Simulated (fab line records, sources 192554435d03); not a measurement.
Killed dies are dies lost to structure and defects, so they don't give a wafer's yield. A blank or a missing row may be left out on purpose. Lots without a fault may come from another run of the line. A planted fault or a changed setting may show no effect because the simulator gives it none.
fab line records | flow n5_finfet
record lots=6 wafers=18 last_day=19
route steps=1938 shown ZERO_LAYER@4 BEOL_M4@1111 PASSIVATION@1936
lots that met no fault: from a run of the same line without faults
start_h: hours from the record's first day to the start of the lot's first wafer shown | wait_h: hours since the lot's step before | " the same as in the row above | L1.1+2: a row that stands for several wafers | - no value, or no start given | * or withheld: withheld | < > ~ a bound
route shown NAME@n: a module of which the file shows steps, and the number in the route of the first | usual: mean/standard deviation of fault-free wafers | same: alike in all rows | chamber/n: place in a boat | sites: the reading at each site | _std_site: their standard deviation | _edge_site: outer sites' mean less inner sites' | radius_mm: how far each site lies from the wafer's centre | mask NAME#n: copy n | behind: the tool/chamber that last shaped the wafer | hold: why the lot was held/for how many hours/how that ended | device: the transistor (n, p or np) that didn't switch | end of line: the same wafers' tests at the end of the route | a step without rows: its recipe alone | killed: dies lost to structure and defects at the first sort, not the wafer's yield | map: a wafer's dies, x killed, . not, _ none there
set.NAME: the setting as run; set.NAME@STEP: as run at that earlier step | model.NAME: the simulator's own value behind a step, which no gauge read
lots at some steps of the route; a table a step, a row a wafer
services: from which hour (start_h, from the record's first day; less than 0 if before it) a tool's chamber was out of use, for how many hours, and why
## steps
# step N5_ZERO_LAYER_PECVD_02
# recipe material=SiO2 target_thk_a=100 temp_c=400 precursor=SiH4/N2O pressure_torr=0.75 rf_w=275 time_s=6
# usual heater_power_w=707/100 showerhead_plenum_p_Torr=8.10/0.14 showerhead_vpp_V=1063/45
# columns lot.wafer tool chamber start_h wait_h heater_power_w showerhead_plenum_p_Torr showerhead_vpp_V
L447.1 pecvd-02 2 12.28 0.0 568 7.84 1068
L447.5 " 2 " " 583 7.83 1079
L447.6 " 2 " " 576 7.86 1072
L457.1 pecvd-01 2 72.28 0.0 623 8.10 1016
L457.5 " 1 " " 666 8.15 1001
L457.6 " 2 " " 631 8.11 1012
L462.1 pecvd-02 1 102.31 0.0 724 8.07 1017
L462.2 " 0 " " 638 8.20 1064
L462.6 " 2 " " 567 7.82 1070
L463.1 pecvd-04 1 108.28 0.0 642 8.23 1132
L463.5 " 2 " " 765 8.12 1057
L463.6 " 1 " " 645 8.27 1117
L467.4 pecvd-02 0 132.32 0.1 699 8.20 1073
L467.5 " 2 " " 575 7.84 1068
L467.6 " 1 " " 763 8.07 994
L469.1 pecvd-04 1 144.29 0.0 696 8.25 1131
L469.2 " 0 " " 915 8.26 1121
L469.3 " 2 " " 812 8.11 1028
# step N5_ZERO_LAYER_HMDS_04
# recipe time_s=60 temp_c=120
# step N5_ZERO_LAYER_COAT_05
# recipe spin_rpm=1500 resist_thk_nm=1000
# step N5_ZERO_LAYER_EBR_07
# recipe solvent=PGMEA ebr_width_mm=1.5
# step N5_ZERO_LAYER_SOFTBAKE_06
# recipe temp_c=100 time_s=90
# step N5_ZERO_LAYER_EXPOSE_08
# recipe mask_id=ZERO na=0.55 source_shape=conventional sigma_outer=0.8 polarization=unpolarized defocus_nm=0 target_cd_nm=2000 dose_mj=16.2
# step N5_ZERO_LAYER_PEB_09
# recipe peb_temp_c=withheld peb_time_s=*
# step N5_ZERO_LAYER_DEVELOP_10
# recipe develop_time_s=60 rinse_liquid=diw dry=air_spin dev_temp_c=21
# step N5_ZERO_LAYER_HARDBAKE_23
# recipe temp_c=130 time_s=120
# step N5_ZERO_LAYER_CD_MEAS_11
# recipe target_cd_nm=2000 landing_energy_ev=500 detector=se_inlens
# usual cd_nm=2000.0/1.5
# columns lot.wafer tool chamber start_h wait_h cd_nm
L447.1 cd_sem-01 0 12.74 - 2000.2
L447.5 " 0 " " 2002.6
L447.6 " 0 " " 2001.3
L457.1 cd_sem-02 0 72.77 - 1999.2
L457.5 " 0 " " 2000.3
L457.6 " 0 " " 2001.6
L462.1 cd_sem-03 0 102.67 - 2002.3
L462.2 " 0 " " 2003.0
L462.6 " 0 " " 2001.1
L463.1 cd_sem-02 0 108.79 - 1999.0
L463.5 " 0 " " 1998.2
L463.6 " 0 " " 2001.2
L467.4 cd_sem-01 0 132.79 - 2001.9
L467.5 " 0 " " 1999.8
L467.6 " 0 " " 2000.8
L469.1 cd_sem-01 0 144.77 - 1998.1
L469.2 " 0 " " 1999.3
L469.3 " 0 " " 1997.2
# step N5_ZERO_LAYER_DESCUM_16
# recipe chemistry=O2 time_s=7.9 source_power_w=50 bias_power_w=20 pressure_mtorr=20 rf_frequency_hz=2.712e+07 temp_c=40 o2_flow_sccm=225
# usual drypump_motor_current_A=5.4/0.37 oes_product_au=0.78/0.07 rf_vpp_V=243.2/1.1 showerhead_plenum_p_Torr=2.09/0.046 throttle_valve_pct=20.44/0.23
# columns lot.wafer tool chamber start_h wait_h drypump_motor_current_A oes_product_au rf_hours_counter_h rf_vpp_V showerhead_plenum_p_Torr throttle_valve_pct
L447.1 rie_diel-06 2 12.78 0.0 5.9 0.86 48 241.9 2.13 20.41
L447.5 " 0 " " 5.4 0.78 - 243.7 2.09 20.59
L447.6 " 3 " " 5.2 0.73 - 243.0 2.08 20.69
L457.1 rie_diel-03 1 72.81 0.0 5.1 0.87 51 243.0 2.13 20.16
L457.5 " 1 " " 5.1 0.86 - 243.6 2.13 20.17
L457.6 " 0 " " 6.2 0.69 - 242.8 2.06 20.46
L462.1 rie_diel-05 1 102.93 0.3 4.9 0.89 37 242.0 2.05 20.18
L462.2 " 2 " " 5.8 0.82 79 243.4 2.11 20.66
L462.6 " 1 " " 4.9 0.89 - 243.6 2.05 20.14
L463.1 rie_diel-03 3 108.83 0.0 5.4 0.77 126 243.7 2.09 20.57
L463.5 " 0 " " 6.2 0.68 - 244.4 2.06 20.47
L463.6 " 3 " " 5.4 0.78 - 245.0 2.09 20.61
L467.4 rie_diel-06 1 132.84 0.1 5.7 0.68 - 241.6 1.97 20.56
L467.5 " 3 " " 5.2 0.70 - 243.6 2.06 20.76
L467.6 " 2 " " 5.8 0.81 - 242.5 2.12 20.47
L469.1 rie_diel-05 0 144.81 0.0 4.9 0.70 208 243.7 2.07 20.68
L469.2 " 2 " " 5.8 0.82 90 242.7 2.10 20.66
L469.3 " 3 " " 5.4 0.77 116 244.6 2.10 20.15
# step N5_ZERO_LAYER_ETCH_17
# recipe chemistry=CF4 target=SiO2 target_depth_a=120 time_s=13.3 ion_energy_ev=350 pressure_mtorr=40 source_w=450 bias_w=215 Ar_flow_sccm=100 cf4_flow_sccm=100
# usual bias_w=215.0/0.64 cf4_flow_sccm=100.01/0.29 drypump_motor_current_A=5.4/0.37 oes_product_au=0.78/0.07 rf_vpp_V=948.6/2.9 showerhead_plenum_p_Torr=2.14/0.046 throttle_valve_pct=15.68/0.23
# columns lot.wafer tool chamber start_h wait_h bias_w cf4_flow_sccm drypump_motor_current_A oes_product_au rf_hours_counter_h rf_vpp_V showerhead_plenum_p_Torr throttle_valve_pct
L447.1 rie_diel-06 2 12.81 0.0 214.8 99.96 5.8 0.85 48 949.7 2.18 15.59
L447.5 " 0 " " 213.5 100.16 5.4 0.75 - 947.7 2.14 15.80
L447.6 " 3 " " 215.8 100.49 5.2 0.73 - 947.8 2.12 15.89
L457.1 rie_diel-03 1 72.84 0.0 215.4 99.86 5.1 0.87 51 950.9 2.17 15.36
L457.5 " 1 " " 214.4 100.33 5.1 0.86 - 951.1 2.17 15.37
L457.6 " 0 " " 215.5 100.13 6.2 0.69 - 947.7 2.11 15.75
L462.1 rie_diel-05 1 102.96 0.0 215.0 100.48 4.9 0.89 37 945.2 2.09 15.33
L462.2 " 2 " " 215.6 99.96 5.9 0.85 79 949.6 2.17 15.91
L462.6 " 1 " " 214.2 99.74 4.9 0.91 - 943.6 2.09 15.34
L463.1 rie_diel-03 3 108.86 0.0 214.5 99.90 5.4 0.78 126 950.2 2.15 15.88
L463.5 " 0 " " 214.8 100.43 6.2 0.69 - 946.6 2.11 15.78
L463.6 " 3 " " 214.0 100.11 5.4 0.78 - 948.3 2.15 15.87
L467.4 rie_diel-06 1 132.88 0.0 214.4 100.40 5.7 0.67 - 940.1 2.03 15.88
L467.5 " 3 " " 215.2 99.53 5.1 0.70 - 947.4 2.11 15.96
L467.6 " 2 " " 214.7 100.37 5.8 0.80 - 950.4 2.17 15.68
L469.1 rie_diel-05 0 144.85 0.0 215.3 99.78 4.9 0.70 208 948.5 2.12 15.94
L469.2 " 2 " " 215.5 99.55 5.8 0.83 90 949.1 2.17 15.91
L469.3 " 3 " " 215.6 99.90 5.4 0.77 116 949.6 2.16 15.41
# step N5_ZERO_LAYER_ETCH_18
# recipe chemistry=HBr/Cl2 target=Si target_depth_a=1200 time_s=40 pressure_mtorr=10 icp_w=800 bias_w=75 HBr_flow_sccm=150 Cl2_flow_sccm=80
# usual HBr_flow_sccm=150.0/0.42 bias_w=75.04/0.22 drypump_motor_current_A=5.6/0.49 oes_product_au=0.997/0.012 throttle_valve_pct=36.34/0.27
# columns lot.wafer tool chamber start_h wait_h HBr_flow_sccm bias_w drypump_motor_current_A oes_product_au rf_hours_counter_h throttle_valve_pct model.coat_of_ZERO_LAYER_COAT_05.thk_nm
L447.1 rie_si-06 3 12.88 0.0 150.0 75.37 6.2 0.987 45 36.31 927
L447.5 " 2 " " 150.3 74.86 6.1 0.995 - 36.10 929.4
L447.6 " 1 " " 149.9 74.57 5.0 0.990 - 35.86 929.2
L457.1 rie_si-02 2 72.91 0.0 149.9 75.15 5.5 0.993 202 36.76 930
L457.5 " 2 " " 150.3 75.31 5.5 0.989 - 36.76 929.7
L457.6 " 3 " " 150.6 75.02 6.0 0.984 - 36.25 932.9
L462.1 rie_si-06 2 103.03 0.0 - - - - - - 974.1
L462.2 " 0 " " - - - - - - 970.6
L462.6 " 1 " " - - - - - - 971.2
L463.1 rie_si-02 2 108.94 0.0 - - - - - - 974
L463.5 " 3 " " - - - - - - 970.7
L463.6 " 0 " " - - - - - - 969.2
L467.4 rie_si-06 1 132.97 0.1 149.7 74.96 5.0 0.991 - 35.88 935.2
L467.5 " 2 " " 149.8 75.14 6.1 0.991 - 36.08 932.7
L467.6 " 3 " " 149.4 75.42 6.2 0.990 - 36.31 931.9
L469.1 rie_si-01 3 144.92 0.0 150.0 74.87 4.7 0.988 41 36.52 931.5
L469.2 " 0 " " 148.7 74.73 6.2 1.013 157 36.46 926.5
L469.3 " 1 " " 149.9 75.04 5.8 1.006 20 36.18 928.4
# step N5_ZERO_LAYER_STRIP_24
# recipe chemistry=O2 power_w=1000 temp_c=250 overash_fraction=0.3 pressure_mtorr=1000 o2_flow_sccm=6750
# usual drypump_motor_current_A=6.0/0.53 heater_power_w=329/33 oes_product_au=0.647/0.0044 strip_time_to_endpoint_s=43.86/0.069
# columns lot.wafer tool chamber start_h wait_h drypump_motor_current_A heater_power_w oes_product_au rf_hours_counter_h strip_time_to_endpoint_s
L447.1 plasma_asher-02 1 12.99 0.1 5.4 296 0.648 23 43.75
L447.5 " 1 " " 5.4 303 0.646 - 43.82
L447.6 " 0 " " 6.7 300 0.647 - 43.80
L457.1 plasma_asher-01 0 73.02 0.1 6.5 316 0.650 85 43.83
L457.5 " 1 " " 5.6 371 0.645 - 43.84
L457.6 " 0 " " 6.5 312 0.646 - 43.94
L462.1 plasma_asher-01 0 103.14 0.1 6.5 313 0.651 91 45.09
L462.2 " 1 " " 5.6 382 0.647 91 44.98
L462.6 " 1 " " 5.6 381 0.652 - 45.00
L463.1 plasma_asher-02 1 109.04 0.1 5.4 302 0.647 41 45.10
L463.5 " 0 " " 6.6 299 0.645 - 44.97
L463.6 " 1 " " 5.4 297 0.643 - 44.93
L467.4 plasma_asher-01 0 133.05 0.0 6.5 320 0.647 - 43.97
L467.5 " 1 " " 5.6 373 0.645 - 43.92
L467.6 " 0 " " 6.5 321 0.651 - 43.89
L469.1 plasma_asher-01 0 145.02 0.1 6.5 317 0.649 99 43.87
L469.2 " 1 " " 5.5 377 0.641 99 43.74
L469.3 " 1 " " 5.5 377 0.652 - 43.79
# step N5_ZERO_LAYER_STRIP_19
# recipe chemistry=SPM time_s=900 temp_c=130 h2so4_h2o2_vol_ratio=4 dry=ipa_marangoni
# step N5_BEOL_M4_RC_MEAS_101
# usual DIBL_N=36.2/1.2 DIBL_P=36.3/1.3 IOFF_N=0.155/0.019 IOFF_P=0.210/0.029 ION_N=677/8.6 ION_P=465/6.8 SS_N=71.4/0.48 SS_P=73.2/0.53 VT_N=249.9/2.4 VT_P=-250/3.2
# columns lot.wafer tool chamber start_h wait_h DIBL_N[mV/V] DIBL_P[mV/V] IOFF_N[nA/um] IOFF_P[nA/um] ION_N[uA/um] ION_P[uA/um] SS_N[mV/dec] SS_P[mV/dec] VT_N[mV] VT_P[mV]
L447.1 prober-02 0 158.27 0.0 36.7 37.5 0.172 0.218 680 469 71.5 73.3 249.2 -250
L447.5 " 0 " " 37.2 37.8 0.173 0.225 686 469 71.9 72.9 251.2 -250
L447.6 " 0 " " 37.2 37.5 0.171 0.211 678 466 71.6 72.8 249.5 -249
L457.1 prober-01 0 244.92 0.0 39.0 38.6 0.199 0.271 688 471 72.1 73.6 247.0 -243
L457.5 " 0 " " 35.3 34.6 0.131 0.211 679 472 71.0 72.2 253.8 -247
L457.6 " 0 " " 35.7 35.3 0.140 0.217 674 466 71.4 72.3 250.8 -247
L467.4 prober-02 0 304.20 0.5 34.2 34.3 0.115 0.157 675 459 70.7 72.1 252.4 -255
L467.5 " 0 " " 34.5 34.9 0.122 0.162 659 449 71.0 72.6 253.1 -254
L467.6 " 0 " " 35.7 36.6 0.144 0.180 679 456 72.0 72.5 248.1 -252
L469.1 prober-02 0 329.04 0.0 36.2 35.4 0.151 0.202 671 464 71.4 73.1 249.5 -252
L469.2 " 0 " " 35.7 35.3 0.148 0.196 665 455 71.2 72.5 251.8 -252
L469.3 " 0 " " 38.5 37.9 0.202 0.232 680 461 72.1 74.5 247.8 -252
# step N5_PASSIVATION_PROBE_49
# usual defect_limited_yield=91.2/1.4 killed_at_M0_to_M3=34/10 killed_at_M4_up=13/5.1 killed_at_contacts=12/6.5 killed_at_front_end=41/11 killed_at_other=4/3.3 killed_dies=104/16 killed_on_rim=14/3.9 killed_open=69/13 killed_short=33/7 sort_bin_5_function=5.1/0.91 sort_bin_6_memory=3.3/0.69 sort_n_pass=1076/16 sort_yield_pct=91.2/1.4
# same gross_dies=1180 killed_at_back_side=0 sort_bin_4_leakage[%]=0 sort_bin_8_speed[%]=0
# columns lot.wafer tool chamber start_h wait_h defect_limited_yield[%] killed_at_M0_to_M3 killed_at_M4_up killed_at_contacts killed_at_front_end killed_at_other killed_dies killed_on_rim killed_open killed_short sort_bin_5_function[%] sort_bin_6_memory[%] sort_n_pass sort_yield_pct[%]
L447.1 prober-02 - 266.31 0.0 92.6 24 9 23 25 6 87 12 56 30 5.0 2.1 1093 92.6
L447.5 prober-02 - 266.51 0.2 90.0 44 8 27 33 6 118 19 84 32 6.9 3.1 1062 90.0
L447.6 prober-02 - 266.56 0.3 90.8 37 9 12 43 8 109 7 64 45 5.0 3.6 1071 90.8
L462.1 prober-02 - 371.32 0.0 0 26 6 5 1135 8 1180 152 62 31 96.9 3.0 0 0
L462.2 prober-02 - 371.37 0.1 0 37 12 11 1111 9 1180 152 62 38 96.1 3.6 0 0
L462.6 prober-02 - 371.57 0.3 0 31 10 6 1127 6 1180 152 52 22 98.0 1.9 0 0
L463.1 prober-02 - 376.53 0.0 0 29 11 19 1117 4 1180 152 63 24 96.0 3.9 0 0
L463.5 prober-02 - 376.73 0.2 0 37 17 14 1111 1 1180 152 63 38 96.8 2.9 0 0
L463.6 prober-02 - 376.78 0.3 0 17 14 14 1132 3 1180 152 48 22 97.5 2.2 0 0
# killed by level:class
L447.1 MOL_CONTACT_COAG:geometric_particle:open=19 BEOL_M1:geometric_particle:short=5 BEOL_M2:geometric_particle:open=5 FIN_SAQP:geometric_particle:open=4 GATE_CUT:geometric_particle:short=4 MOL_CONTACT_COAG:geometric_particle:short=4 BEOL_M3:geometric_particle:open=4 STI_FIN_REVEAL:geometric_particle:open=3
L447.5 MOL_CONTACT_COAG:geometric_particle:open=21 BEOL_M2:geometric_particle:open=13 BEOL_M3:geometric_particle:open=13 STI_FIN_REVEAL:geometric_particle:open=9 MOL_CONTACT_COAG:geometric_particle:short=6 BEOL_M0_SAQP:geometric_particle:open=6 STARTING-WAFER:geometric_particle:short=5 BEOL_M0_SAQP:geometric_particle:short=4
L447.6 STI_FIN_REVEAL:geometric_particle:open=10 MOL_CONTACT_COAG:geometric_particle:open=9 BEOL_M3:geometric_particle:open=8 BEOL_M3:geometric_particle:short=7 FIN_SAQP:geometric_particle:short=6 GATE_CUT:geometric_particle:short=6 BEOL_M0_SAQP:geometric_particle:short=6 FIN_SAQP:geometric_particle:open=4
L462.1 ZERO_LAYER:area_etch=1087 STI_FIN_REVEAL:geometric_particle:open=16 FIN_SAQP:geometric_particle:open=8 GATE_CUT:geometric_particle:short=8 BEOL_M3:geometric_particle:open=8 BEOL_M2:geometric_particle:open=6 BEOL_M3:geometric_particle:short=5 STARTING-WAFER:geometric_particle:short=5
L462.2 ZERO_LAYER:area_etch=1080 BEOL_M3:geometric_particle:open=9 BEOL_M0_SAQP:geometric_particle:short=9 STI_FIN_REVEAL:geometric_particle:open=7 MOL_CONTACT_COAG:geometric_particle:open=7 BEOL_M1:geometric_particle:open=6 STARTING-WAFER:geometric_particle:open=5 MOL_CONTACT_COAG:geometric_particle:short=4
L462.6 ZERO_LAYER:area_etch=1106 STI_FIN_REVEAL:geometric_particle:open=10 BEOL_M3:geometric_particle:open=7 BEOL_M2:geometric_particle:open=7 MOL_CONTACT_COAG:geometric_particle:open=6 BEOL_M4:geometric_particle:open=5 BEOL_M0_SAQP:geometric_particle:open=4 BEOL_M0:geometric_particle:open=4
L463.1 ZERO_LAYER:area_etch=1093 MOL_CONTACT_COAG:geometric_particle:open=16 BEOL_M0_SAQP:geometric_particle:open=13 GATE_CUT:geometric_particle:short=5 BEOL_M0_SAQP:geometric_particle:short=5 BEOL_M2:geometric_particle:open=5 DUMMY_GATE:geometric_particle:open=4 STI_FIN_REVEAL:geometric_particle:open=3
L463.5 ZERO_LAYER:area_etch=1079 MOL_CONTACT_COAG:geometric_particle:open=11 BEOL_M0_SAQP:geometric_particle:open=10 BEOL_M0_SAQP:geometric_particle:short=10 BEOL_M3:geometric_particle:open=8 BEOL_M4:geometric_particle:open=7 GATE_CUT:geometric_particle:short=6 STI_FIN_REVEAL:geometric_particle:open=5
L463.6 ZERO_LAYER:area_etch=1110 MOL_CONTACT_COAG:geometric_particle:open=11 BEOL_M4:geometric_particle:open=8 BEOL_M3:geometric_particle:open=6 STI_FIN_REVEAL:geometric_particle:open=4 BEOL_M0_SAQP:geometric_particle:short=4 FIN_SAQP:geometric_particle:open=3 MOL_CONTACT_COAG:geometric_particle:short=3
# map L462.1 (x killed, . not)
_________________xxxxxxxxxxxx________________
______________xxxxxxxxxxxxxxxxxx_____________
___________xxxxxxxxxxxxxxxxxxxxxxxx__________
__________xxxxxxxxxxxxxxxxxxxxxxxxxx_________
________xxxxxxxxxxxxxxxxxxxxxxxxxxxxxx_______
_______xxxxxxxxxxxxxxxxxxxxxxxxxxxxxxxx______
______xxxxxxxxxxxxxxxxxxxxxxxxxxxxxxxxxx_____
_____xxxxxxxxxxxxxxxxxxxxxxxxxxxxxxxxxxxx____
____xxxxxxxxxxxxxxxxxxxxxxxxxxxxxxxxxxxxxx___
___xxxxxxxxxxxxxxxxxxxxxxxxxxxxxxxxxxxxxxxx__
___xxxxxxxxxxxxxxxxxxxxxxxxxxxxxxxxxxxxxxxx__
__xxxxxxxxxxxxxxxxxxxxxxxxxxxxxxxxxxxxxxxxxx_
__xxxxxxxxxxxxxxxxxxxxxxxxxxxxxxxxxxxxxxxxxx_
_xxxxxxxxxxxxxxxxxxxxxxxxxxxxxxxxxxxxxxxxxxxx
_xxxxxxxxxxxxxxxxxxxxxxxxxxxxxxxxxxxxxxxxxxxx
_xxxxxxxxxxxxxxxxxxxxxxxxxxxxxxxxxxxxxxxxxxxx
_xxxxxxxxxxxxxxxxxxxxxxxxxxxxxxxxxxxxxxxxxxxx
_xxxxxxxxxxxxxxxxxxxxxxxxxxxxxxxxxxxxxxxxxxxx
_xxxxxxxxxxxxxxxxxxxxxxxxxxxxxxxxxxxxxxxxxxxx
_xxxxxxxxxxxxxxxxxxxxxxxxxxxxxxxxxxxxxxxxxxxx
_xxxxxxxxxxxxxxxxxxxxxxxxxxxxxxxxxxxxxxxxxxxx
__xxxxxxxxxxxxxxxxxxxxxxxxxxxxxxxxxxxxxxxxxx_
__xxxxxxxxxxxxxxxxxxxxxxxxxxxxxxxxxxxxxxxxxx_
___xxxxxxxxxxxxxxxxxxxxxxxxxxxxxxxxxxxxxxxx__
___xxxxxxxxxxxxxxxxxxxxxxxxxxxxxxxxxxxxxxxx__
____xxxxxxxxxxxxxxxxxxxxxxxxxxxxxxxxxxxxxx___
_____xxxxxxxxxxxxxxxxxxxxxxxxxxxxxxxxxxxx____
______xxxxxxxxxxxxxxxxxxxxxxxxxxxxxxxxxx_____
_______xxxxxxxxxxxxxxxxxxxxxxxxxxxxxxxx______
________xxxxxxxxxxxxxxxxxxxxxxxxxxxxxx_______
__________xxxxxxxxxxxxxxxxxxxxxxxxxx_________
___________xxxxxxxxxxxxxxxxxxxxxxxx__________
______________xxxxxxxxxxxxxxxxxx_____________
_________________xxxxxxxxxxxx________________
# map L463.1 (x killed, . not)
_________________xxxxxxxxxxxx________________
______________xxxxxxxxxxxxxxxxxx_____________
___________xxxxxxxxxxxxxxxxxxxxxxxx__________
__________xxxxxxxxxxxxxxxxxxxxxxxxxx_________
________xxxxxxxxxxxxxxxxxxxxxxxxxxxxxx_______
_______xxxxxxxxxxxxxxxxxxxxxxxxxxxxxxxx______
______xxxxxxxxxxxxxxxxxxxxxxxxxxxxxxxxxx_____
_____xxxxxxxxxxxxxxxxxxxxxxxxxxxxxxxxxxxx____
____xxxxxxxxxxxxxxxxxxxxxxxxxxxxxxxxxxxxxx___
___xxxxxxxxxxxxxxxxxxxxxxxxxxxxxxxxxxxxxxxx__
___xxxxxxxxxxxxxxxxxxxxxxxxxxxxxxxxxxxxxxxx__
__xxxxxxxxxxxxxxxxxxxxxxxxxxxxxxxxxxxxxxxxxx_
__xxxxxxxxxxxxxxxxxxxxxxxxxxxxxxxxxxxxxxxxxx_
_xxxxxxxxxxxxxxxxxxxxxxxxxxxxxxxxxxxxxxxxxxxx
_xxxxxxxxxxxxxxxxxxxxxxxxxxxxxxxxxxxxxxxxxxxx
_xxxxxxxxxxxxxxxxxxxxxxxxxxxxxxxxxxxxxxxxxxxx
_xxxxxxxxxxxxxxxxxxxxxxxxxxxxxxxxxxxxxxxxxxxx
_xxxxxxxxxxxxxxxxxxxxxxxxxxxxxxxxxxxxxxxxxxxx
_xxxxxxxxxxxxxxxxxxxxxxxxxxxxxxxxxxxxxxxxxxxx
_xxxxxxxxxxxxxxxxxxxxxxxxxxxxxxxxxxxxxxxxxxxx
_xxxxxxxxxxxxxxxxxxxxxxxxxxxxxxxxxxxxxxxxxxxx
__xxxxxxxxxxxxxxxxxxxxxxxxxxxxxxxxxxxxxxxxxx_
__xxxxxxxxxxxxxxxxxxxxxxxxxxxxxxxxxxxxxxxxxx_
___xxxxxxxxxxxxxxxxxxxxxxxxxxxxxxxxxxxxxxxx__
___xxxxxxxxxxxxxxxxxxxxxxxxxxxxxxxxxxxxxxxx__
____xxxxxxxxxxxxxxxxxxxxxxxxxxxxxxxxxxxxxx___
_____xxxxxxxxxxxxxxxxxxxxxxxxxxxxxxxxxxxx____
______xxxxxxxxxxxxxxxxxxxxxxxxxxxxxxxxxx_____
_______xxxxxxxxxxxxxxxxxxxxxxxxxxxxxxxx______
________xxxxxxxxxxxxxxxxxxxxxxxxxxxxxx_______
__________xxxxxxxxxxxxxxxxxxxxxxxxxx_________
___________xxxxxxxxxxxxxxxxxxxxxxxx__________
______________xxxxxxxxxxxxxxxxxx_____________
_________________xxxxxxxxxxxx________________
## services
# columns tool chamber start_h hours kind
rie_diel-03 - -4.97 0.5 repair
plasma_asher-01 - -4.21 0.5 repair
rie_diel-05 0 -0.38 10.9 repair
plasma_asher-01 - 0.31 14.6 pm
rie_si-06 1 0.71 8.5 repair
rie_diel-05 - 2.92 2.8 pm
pecvd-02 1 10.68 6.4 repair
pecvd-01 - 21.21 1.0 repair
rie_si-02 3 27.73 6.7 repair
rie_si-02 3 38.60 2.0 repair
rie_diel-06 1 45.23 9.4 repair
rie_diel-05 - 53.95 0.3 repair
rie_si-06 1 90.62 10.5 repair
rie_si-06 - 90.73 0.3 repair
rie_si-06 3 95.15 22.9 repair
rie_si-06 0 105.77 2.3 repair
plasma_asher-01 - 108.19 1.7 repair
rie_diel-03 0 109.73 - clean
rie_diel-03 0 109.73 - consumable_replace:focus_ring
rie_diel-03 0 109.73 26.8 scheduled_down
rie_diel-03 0 109.73 26.8 vent_cycle
rie_si-06 0 129.46 5.0 repair
pecvd-01 0 130.82 18.9 repair
rie_diel-06 1 144.27 14.9 repair
## key
first_sign step=N5_ZERO_LAYER_ETCH_18 reading=tool_record direction=missing
effect step=N5_ZERO_LAYER_STRIP_24 reading=strip_time_to_endpoint_s direction=up sigmas=17 usual=* struck=*
effect step=N5_PASSIVATION_PROBE_49 reading=sort_bin_5_function direction=up sigmas=99+ usual=5.1 struck=96.9
model_effect step=N5_ZERO_LAYER_ETCH_18 value=coat_of_ZERO_LAYER_COAT_05.thk_nm without=931.7 struck=971.6
more_kills_born_at N5_ZERO_LAYER_ETCH_18@rie_si-02=3282 N5_ZERO_LAYER_ETCH_18@rie_si-06=3273
met_at N5_ZERO_LAYER_ETCH_18
struck_wafers L462.1,L462.2,L462.6,L463.1,L463.5,L463.6
later_rows_left_out L462.1,L462.2,L462.6,L463.1,L463.5,L463.6
onset_between 72.91 103.03
fault kind=skipped_step_whole tool=rie_si-02,rie_si-06 chamber=- onset_h=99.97 steps=N5_ZERO_LAYER_ETCH_18 scope=struck_lots_only
# later_rows_left_out: the simulator's readings of these wafers behind a module that went badly wrong aren't trusted and aren't shown, but for the sort
